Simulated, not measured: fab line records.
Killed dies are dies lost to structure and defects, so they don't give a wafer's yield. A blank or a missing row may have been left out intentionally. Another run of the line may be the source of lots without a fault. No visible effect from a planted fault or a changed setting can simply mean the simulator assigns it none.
Which tool is to blame?	flow n5_finfet	24 lots with 72 wafers sampled at 6 steps, on a route of 1938 steps

WHAT EACH GAUGE READ, for each wafer
N5_BEOL_M7_OCD_MEAS_38. Usual: trench_depth_nm reads 93.0 nm (standard deviation 2.6).
lot	measured	on	trench_depth_nm (nm)	flag
L074	day 8 23:11	ocd-02	94.4 94.3 91.3	
L075	day 9 10:36	ocd-01	91.5 92.2 93.4	
L077	day 9 14:49	ocd-01	92.8 92.3 91.6	
L076	day 10 08:11	ocd-02	91.8 90.8 101.6	
L081	day 10 12:47	ocd-02	91.0 91.3 91.2	
L079	day 10 13:08	ocd-01	96.1 93.6 92.7	
L080	day 10 13:10	ocd-02	92.4 93.2 91.9	
L082	day 11 19:19	ocd-02	93.2 95.8 92.9	
L078	day 11 22:46	ocd-02	91.6 91.2 93.7	
L083	day 12 03:38	ocd-02	91.5 92.4 94.4	
L084	day 12 07:46	ocd-01	93.7 93.4 93.4	
L085	day 12 18:13	ocd-02	94.7 91.7 93.6	
L086	day 12 19:09	ocd-02	90.6 93.1 90.6	
L088	day 13 06:53	ocd-02	90.0 92.3 91.8	
L087	day 13 13:40	ocd-01	92.2 92.2 91.8	
L089	day 14 04:09	ocd-01	92.0 90.6 91.2	
L090	day 13 22:35	ocd-01	92.6 91.6 92.5	
L091	day 14 14:45	ocd-02	94.5 92.8 92.1	
L092	day 14 23:13	ocd-02	91.0 92.5 92.2	
L095	day 15 01:55	ocd-02	91.1 93.5 91.5	
L093	day 15 04:43	ocd-02	92.7 95.7 91.3	
L094	day 15 06:46	ocd-01	94.2 101.1 93.4	
L097	day 15 07:52	ocd-01	90.5 91.8 94.0	
L096	day 15 13:53	ocd-02	91.5 93.7 90.5	

N5_BEOL_M7_INSPECT_58: inspects for defects (darkfield). Usual: raw_defect_count reads 73 (standard deviation 25).
lot	measured	on	raw_defect_count	flag
L074	day 9 01:53	defect_inspect-02	142 97 95	
L075	day 9 12:53	defect_inspect-01	93 112 94	
L077	day 9 19:05	defect_inspect-01	81 55 60	
L076	day 10 10:49	defect_inspect-01	55 74 52	
L081	day 10 15:42	defect_inspect-01	78 98 60	
L079	day 10 17:47	defect_inspect-01	71 49 98	
L080	day 10 18:03	defect_inspect-02	62 72 103	
L082	day 11 21:48	defect_inspect-01	59 65 97	
L078	day 12 01:29	defect_inspect-01	49 38 50	
L083	day 12 06:52	defect_inspect-02	47 63 43	
L084	day 12 11:24	defect_inspect-02	68 79 120	
L085	day 12 20:55	defect_inspect-02	102 87 74	
L086	day 12 22:31	defect_inspect-02	32 46 26	
L088	day 13 09:28	defect_inspect-02	56 115 115	
L087	day 13 17:46	defect_inspect-01	94 63 73	
L089	day 14 11:00	defect_inspect-02	87 68 44	
L090	day 14 02:07	defect_inspect-01	78 122 82	
L091	day 14 19:55	defect_inspect-01	37 71 92	
L092	day 15 02:29	defect_inspect-01	73 85 60	
L095	day 15 05:23	defect_inspect-01	30 66 51	
L093	day 15 07:59	defect_inspect-01	89 84 96	
L094	day 15 09:13	defect_inspect-02	53 63 80	
L097	day 15 11:52	defect_inspect-02	74 78 91	
L096	day 15 17:34	defect_inspect-01	51 70 93	

EACH LOT AND THE TOOL THAT RAN IT (in order: tool; ch and the chambers of the sampled wafers; start)
lot	N5_BEOL_M7_ETCH_66	N5_BEOL_M7_STRIP_80	N5_BEOL_M7_SPUTTER_48	N5_BEOL_M7_ANNEAL_51
L074	rie_diel-03 ch 0,1,2, day 8 22:50	rie_diel-03 ch 0,1,2, day 8 23:11 or earlier	pvd_sputter-02, day 9 00:31	rtp_anneal-01 ch 0, day 9 01:13
L075	rie_diel-03 ch 1,2,3, day 9 10:15	rie_diel-03 ch 1,2,3, day 9 10:36 or earlier	pvd_sputter-03, day 9 11:55	rtp_anneal-02 ch 0, day 9 12:08
L077	rie_diel-03 ch 0,1,2, day 9 14:28	rie_diel-03 ch 0,1,2, day 9 14:49 or earlier	pvd_sputter-03, day 9 17:56	rtp_anneal-02 ch 0, day 9 18:23
L076	rie_diel-02 ch 1,2,3, day 10 07:50	rie_diel-02 ch 1,2,3, day 10 08:11 or earlier	pvd_sputter-03, day 10 09:43	rtp_anneal-01 ch 0, day 10 10:05
L081	rie_diel-03 ch 0,1, day 10 12:25	rie_diel-03 ch 0,1, day 10 12:47 or earlier	pvd_sputter-01, day 10 14:44	rtp_anneal-02 ch 0, day 10 14:59
L079	rie_diel-02 ch 0,1,3, day 10 12:47	rie_diel-02 ch 0,1,3, day 10 13:08 or earlier	pvd_sputter-03, day 10 16:36	rtp_anneal-02 ch 0, day 10 17:07
L080	rie_diel-03 ch 0,1,2, day 10 12:49	rie_diel-03 ch 0,1,2, day 10 13:10 or earlier	pvd_sputter-03, day 10 16:53	rtp_anneal-02 ch 0, day 10 17:18
L082	rie_diel-03 ch 1,2,3, day 11 18:58	rie_diel-03 ch 1,2,3, day 11 19:19 or earlier	pvd_sputter-02, day 11 20:48	rtp_anneal-02 ch 0, day 11 21:09
L078	rie_diel-01 ch 0,1,2, day 11 22:25	rie_diel-01 ch 0,1,2, day 11 22:46 or earlier	pvd_sputter-01, day 12 00:29	rtp_anneal-01 ch 0, day 12 00:43
L083	rie_diel-03 ch 1,2, day 12 03:17	rie_diel-03 ch 1,2, day 12 03:38 or earlier	pvd_sputter-02, day 12 05:10	rtp_anneal-01 ch 0, day 12 06:14
L084	rie_diel-01 ch 0,2, day 12 07:24	rie_diel-01 ch 0,2, day 12 07:46 or earlier	pvd_sputter-03, day 12 09:58	rtp_anneal-01 ch 0, day 12 10:41
L085	rie_diel-02 ch 0,3, day 12 17:52	rie_diel-02 ch 0,3, day 12 18:13 or earlier	pvd_sputter-02, day 12 19:58	rtp_anneal-01 ch 0, day 12 20:10
L086	rie_diel-01 ch 2,3, day 12 18:48	rie_diel-01 ch 2,3, day 12 19:09 or earlier	pvd_sputter-03, day 12 21:34	rtp_anneal-01 ch 0, day 12 21:49
L088	rie_diel-03 ch 0,1,3, day 13 06:32	rie_diel-03 ch 0,1,3, day 13 06:53 or earlier	pvd_sputter-02, day 13 08:20	rtp_anneal-02 ch 0, day 13 08:44
L087	rie_diel-01 ch 0,2, day 13 13:19	rie_diel-01 ch 0,2, day 13 13:40 or earlier	pvd_sputter-02, day 13 15:40	rtp_anneal-01 ch 0, day 13 16:50
L089	rie_diel-01 ch 0,1, day 13 18:47	rie_diel-01 ch 0,1, day 14 04:09 or earlier	pvd_sputter-03, day 14 06:24	rtp_anneal-02 ch 0, day 14 10:18
L090	rie_diel-03 ch 1,3, day 13 22:14	rie_diel-03 ch 1,3, day 13 22:35 or earlier	pvd_sputter-01, day 14 01:10	rtp_anneal-02 ch 0, day 14 01:22
L091	rie_diel-02 ch 0,1,3, day 14 14:24	rie_diel-02 ch 0,1,3, day 14 14:45 or earlier	pvd_sputter-03, day 14 18:58	rtp_anneal-02 ch 0, day 14 19:11
L092	rie_diel-01 ch 0,1,3, day 14 22:52	rie_diel-01 ch 0,1,3, day 14 23:13 or earlier	pvd_sputter-02, day 15 01:18	rtp_anneal-02 ch 0, day 15 01:41
L095	rie_diel-03 ch 0,1,3, day 15 01:34	rie_diel-03 ch 0,1,3, day 15 01:55 or earlier	pvd_sputter-02, day 15 04:25	rtp_anneal-01 ch 0, day 15 04:38
L093	rie_diel-01 ch 1,2,3, day 15 04:22	rie_diel-01 ch 1,2,3, day 15 04:43 or earlier	pvd_sputter-01, day 15 07:02	rtp_anneal-02 ch 0, day 15 07:15
L094	rie_diel-02 ch 0,2, day 15 06:25	rie_diel-02 ch 0,2, day 15 06:46 or earlier	pvd_sputter-03, day 15 08:16	rtp_anneal-02 ch 0, day 15 08:31
L097	rie_diel-03 ch 0,1,2, day 15 07:31	rie_diel-03 ch 0,1,2, day 15 07:52 or earlier	pvd_sputter-03, day 15 10:47	rtp_anneal-01 ch 0, day 15 11:08
L096	rie_diel-02 ch 0,3, day 15 13:32	rie_diel-02 ch 0,3, day 15 13:53 or earlier	pvd_sputter-02, day 15 16:20	rtp_anneal-02 ch 0, day 15 16:56
- N5_BEOL_M7_ETCH_66: etches SOC in N2/H2, target depth 80 nm, overetch 16 nm, time 120 s.
- N5_BEOL_M7_STRIP_80: strips in N2/H2, time 10 s.
- N5_BEOL_M7_SPUTTER_48: material Cu, target thk 10 nm, time 1.667 s.
- N5_BEOL_M7_ANNEAL_51: time 90 s.

WHAT THE TOOLS THEMSELVES READ (means of the sampled wafers that have a number; where no wafer has one, the mark that the record gives instead)
N5_BEOL_M7_ETCH_66. Usual: chamber_pressure_mTorr is 30.001 mTorr with standard deviation 0.027, drypump_motor_current_A is 6.0 A with standard deviation 0.41, h2_flow_sccm is 200.0 sccm with standard deviation 0.59, oes_product_au is 0.61 a.u. with standard deviation 0.069, rf_vpp_V is 523.8 V with standard deviation 2.2, showerhead_plenum_p_Torr is 2.53 Torr with standard deviation 0.075, and throttle_valve_pct is 17.75 % with standard deviation 0.23.
lot	tool	chamber_pressure_mTorr (mTorr)	drypump_motor_current_A (A)	h2_flow_sccm (sccm)	oes_product_au (a.u.)	rf_vpp_V (V)	showerhead_plenum_p_Torr (Torr)	throttle_valve_pct (%)	flag
L074	rie_diel-03	30.017	5.9	200.1	0.63	523.4	2.52	17.66	
L075	rie_diel-03	30.017	6.3	200.3	0.60	524.3	2.54	17.76	
L077	rie_diel-03	30.015	5.9	200.0	0.62	522.7	2.51	17.66	
L076	rie_diel-02	30.023	5.8	200.0	0.63	523.2	2.52	17.88	
L081	rie_diel-03	30.003	5.4	199.9	0.64	525.2	2.52	17.59	
L079	rie_diel-02	30.001	6.1	199.6	0.59	522.1	2.47	17.71	
L080	rie_diel-03	29.983	5.9	199.8	0.62	523.9	2.51	17.67	
L082	rie_diel-03	30.031	6.3	200.4	0.58	523.9	2.53	17.77	
L078	rie_diel-01	30.015	6.1	200.5	0.63	524.6	2.55	17.71	
L083	rie_diel-03	30.007	6.1	199.7	0.64	521.8	2.49	17.65	
L084	rie_diel-01	29.974	6.1	199.9	0.58	526.0	2.60	17.80	
L085	rie_diel-02	29.988	6.4	200.9	0.61	523.4	2.52	17.49	
L086	rie_diel-01	30.002	6.0	199.9	0.53	524.0	2.55	18.03	
L088	rie_diel-03	30.011	5.8	199.6	0.60	524.1	2.54	17.72	
L087	rie_diel-01	30.003	6.1	200.3	0.58	525.4	2.59	17.82	
L089	rie_diel-01	29.998	6.1	200.4	0.66	523.1	2.50	17.68	
L090	rie_diel-03	29.994	6.2	200.0	0.57	523.5	2.56	17.80	
L091	rie_diel-02	29.978	6.1	200.2	0.57	521.1	2.46	17.76	
L092	rie_diel-01	30.022	6.1	200.3	0.61	523.9	2.51	17.75	
L095	rie_diel-03	30.011	5.8	200.4	0.59	524.4	2.53	17.73	
L093	rie_diel-01	29.991	6.0	200.4	0.57	524.1	2.53	17.98	
L094	rie_diel-02	29.983	6.4	200.5	0.64	525.4	2.61	17.55	
L097	rie_diel-03	29.980	5.9	199.9	0.65	522.5	2.49	17.62	
L096	rie_diel-02	30.004	6.1	199.6	0.57	522.1	2.46	17.67	

N5_BEOL_M7_STRIP_80. Usual: chamber_pressure_mTorr is 20.000 mTorr with standard deviation 0.016, drypump_motor_current_A is 6.0 A with standard deviation 0.42, h2_flow_sccm is 200.0 sccm with standard deviation 0.58, oes_product_au is 0.79 a.u. with standard deviation 0.097, rf_vpp_V is 59.3 V with standard deviation 0.87, showerhead_plenum_p_Torr is 2.53 Torr with standard deviation 0.075, and throttle_valve_pct is 23.53 % with standard deviation 0.3.
lot	tool	chamber_pressure_mTorr (mTorr)	drypump_motor_current_A (A)	h2_flow_sccm (sccm)	oes_product_au (a.u.)	rf_vpp_V (V)	showerhead_plenum_p_Torr (Torr)	throttle_valve_pct (%)	flag
L074	rie_diel-03	20.000	5.9	200.1	0.82	59.0	2.51	23.36	
L075	rie_diel-03	20.019	6.3	200.3	0.79	59.3	2.53	23.49	
L077	rie_diel-03	19.996	5.9	199.3	0.82	58.7	2.51	23.37	
L076	rie_diel-02	20.005	5.7	200.2	0.84	59.1	2.51	23.74	
L081	rie_diel-03	19.982	5.4	199.7	0.84	59.0	2.52	23.28	
L079	rie_diel-02	19.981	6.1	200.5	0.77	59.6	2.46	23.47	
L080	rie_diel-03	19.993	5.9	199.9	0.81	58.7	2.51	23.37	
L082	rie_diel-03	19.984	6.3	199.9	0.77	58.5	2.53	23.52	
L078	rie_diel-01	19.996	6.1	199.7	0.83	59.7	2.54	23.51	
L083	rie_diel-03	20.001	6.1	200.1	0.84	58.0	2.48	23.33	
L084	rie_diel-01	19.989	6.1	200.4	0.77	60.2	2.59	23.57	
L085	rie_diel-02	19.995	6.4	200.1	0.79	58.7	2.52	23.23	
L086	rie_diel-01	20.011	5.9	199.4	0.70	58.9	2.54	23.89	
L088	rie_diel-03	19.995	5.8	200.4	0.78	59.5	2.54	23.43	
L087	rie_diel-01	20.008	6.1	199.5	0.76	60.2	2.59	23.60	
L089	rie_diel-01	20.004	6.1	200.4	0.87	59.9	2.50	23.46	
L090	rie_diel-03	20.008	6.2	199.8	0.75	59.5	2.56	23.57	
L091	rie_diel-02	20.001	6.1	200.1	0.75	59.5	2.45	23.50	
L092	rie_diel-01	19.999	6.1	199.6	0.81	59.6	2.51	23.54	
L095	rie_diel-03	20.005	5.9	200.6	0.76	59.4	2.53	23.44	
L093	rie_diel-01	19.980	6.0	200.0	0.75	59.7	2.53	23.83	
L094	rie_diel-02	19.994	6.4	200.9	0.86	60.1	2.61	23.33	
L097	rie_diel-03	20.001	5.9	200.2	0.84	59.4	2.49	23.38	
L096	rie_diel-02	20.010	6.2	200.4	0.74	58.6	2.46	23.44	

N5_BEOL_M7_SPUTTER_48. Usual: bias_v 59.9 V, standard deviation 0.58; chuck_sensor_temp_C -15.9 C, standard deviation 0.52; substrate_temp_c -20.00 C, standard deviation 0.11; throttle_valve_pct 30.2 %, standard deviation 0.91.
lot	tool	bias_v (V)	chuck_sensor_temp_C (C)	substrate_temp_c (C)	throttle_valve_pct (%)	flag
L074	pvd_sputter-02	60.2	-15.8	-19.95	30.6	
L075	pvd_sputter-03	60.3	-15.9	-19.90	30.6	
L077	pvd_sputter-03	59.3	-16.0	-20.02	29.1	
L076	pvd_sputter-03	60.3	-15.9	-20.08	30.7	
L081	pvd_sputter-01	59.6	-15.7	-20.09	30.3	
L079	pvd_sputter-03	60.2	-15.8	-20.08	30.5	
L080	pvd_sputter-03	60.3	-15.8	-20.00	30.7	
L082	pvd_sputter-02	60.0	-16.4	-20.07	29.8	
L078	pvd_sputter-01	59.6	-16.0	-19.97	29.8	
L083	pvd_sputter-02	59.8	-16.5	-20.02	29.8	
L084	pvd_sputter-03	60.0	-15.9	-20.00	30.7	
L085	pvd_sputter-02	60.0	-16.0	-20.00	30.6	
L086	pvd_sputter-03	59.7	-16.0	-20.02	30.2	
L088	pvd_sputter-02	59.8	-16.3	-19.97	29.9	
L087	pvd_sputter-02	59.9	-16.0	-20.03	30.4	
L089	pvd_sputter-03	60.0	-15.7	-19.95	30.5	
L090	pvd_sputter-01	59.6	-15.8	-19.95	30.4	
L091	pvd_sputter-03	59.8	-15.4	-19.93	30.3	
L092	pvd_sputter-02	60.2	-16.3	-19.92	30.3	
L095	pvd_sputter-02	60.0	-15.8	-19.93	30.6	
L093	pvd_sputter-01	60.2	-15.8	-20.10	30.3	
L094	pvd_sputter-03	59.2	-16.0	-19.97	29.2	
L097	pvd_sputter-03	60.3	-16.0	-20.06	29.8	
L096	pvd_sputter-02	60.6	-16.4	-20.10	29.7	

N5_BEOL_M7_ANNEAL_51. Usual: wafer_temp_C_max reads 226.1 (standard deviation 0.32).
lot	tool	wafer_temp_C_max	flag
L074	rtp_anneal-01	226.4	
L075	rtp_anneal-02	226.0	
L077	rtp_anneal-02	225.8	
L076	rtp_anneal-01	226.3	
L081	rtp_anneal-02	226.2	
L079	rtp_anneal-02	225.8	
L080	rtp_anneal-02	225.9	
L082	rtp_anneal-02	225.9	
L078	rtp_anneal-01	226.5	
L083	rtp_anneal-01	226.0	
L084	rtp_anneal-01	226.0	
L085	rtp_anneal-01	226.3	
L086	rtp_anneal-01	226.6	
L088	rtp_anneal-02	226.0	
L087	rtp_anneal-01	226.1	
L089	rtp_anneal-02	225.9	
L090	rtp_anneal-02	226.1	
L091	rtp_anneal-02	225.9	
L092	rtp_anneal-02	226.1	
L095	rtp_anneal-01	226.2	
L093	rtp_anneal-02	225.9	
L094	rtp_anneal-02	226.1	
L097	rtp_anneal-01	226.2	
L096	rtp_anneal-02	226.2	

THE ANSWER, worked out from the rows above alone
Rule: a lot counts as off when the mean over its wafers that have a number is more than 3 standard deviations away from the usual mean. Also off: a lot with no number at a reading for which 4 or more lots have one. Where the step has rows for the other lots, those lots are counted as sound. After the gauges, taken in route order, come the tools' own readings; for these a lot's mean is taken, as printed above. The first step at which some lot is off is used, and at that step the reading that is off furthest; a lot without a number counts as furthest.
None of the lots is off at any reading shown; this tells nothing.

WHAT WAS PUT IN BY THE SIMULATOR
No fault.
